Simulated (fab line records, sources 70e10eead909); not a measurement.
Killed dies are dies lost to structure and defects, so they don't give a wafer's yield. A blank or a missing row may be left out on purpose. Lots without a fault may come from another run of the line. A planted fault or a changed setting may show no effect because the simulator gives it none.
Chamber matching | flow nand_harc | NHARC_A_BONDPAD_ETCH_34 on rie_diel-07: 4 sister chambers
The step etches the open film in N2/H2, target depth 60 nm, overetch 18 nm, time 65.91 s. 4 wafers are shown with their chamber, then 10 later ones without.

WAFERS WITH THEIR CHAMBER
wafer  | chamber | drypump_motor_current_A (A)
L829.1 | 3       | 5.2
L829.6 | 2       | 6.3
L836.1 | 0       | 5.4
L836.3 | 1       | 5.7

WAFERS WITHOUT THEIR CHAMBER
wafer  | drypump_motor_current_A (A)
L836.6 | 5.7
L842.1 | 6.3
L842.2 | 5.7
L842.5 | 6.3
L840.1 | 5.7
L840.3 | 6.3
L840.6 | 5.2
L843.2 | 5.7
L843.3 | 5.2
L843.4 | 5.3

WHICH CHAMBER EACH WENT THROUGH
wafer  | from the rows above     | in truth
L836.6 | 1                       | 1
L842.1 | 2                       | 2
L842.2 | 1                       | 1
L842.5 | 2                       | 2
L840.1 | 1                       | 1
L840.3 | 2                       | 2
L840.6 | 3                       | 3
L843.2 | 1                       | 1
L843.3 | 3                       | 3
L843.4 | can't be placed: 3 or 0 | 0
Placed correctly: 9 of 10. Can't be placed from these rows: 1 (the true chamber is among the candidates in 1). Placed wrongly: 0.
How it was worked out, from the rows above alone: a wafer's distance from a chamber is the root of the sum, over the readings, of the square of ((its reading less the chamber's mean) divided by the reading's scatter). The wafer belongs to the nearest chamber; if the next one is less than 2 further off, it can't be placed. A chamber's mean is the mean of its shown wafers. The scatter: with one shown wafer a chamber, the root of the mean of the squares of how far each hidden wafer lies from its nearest shown one.
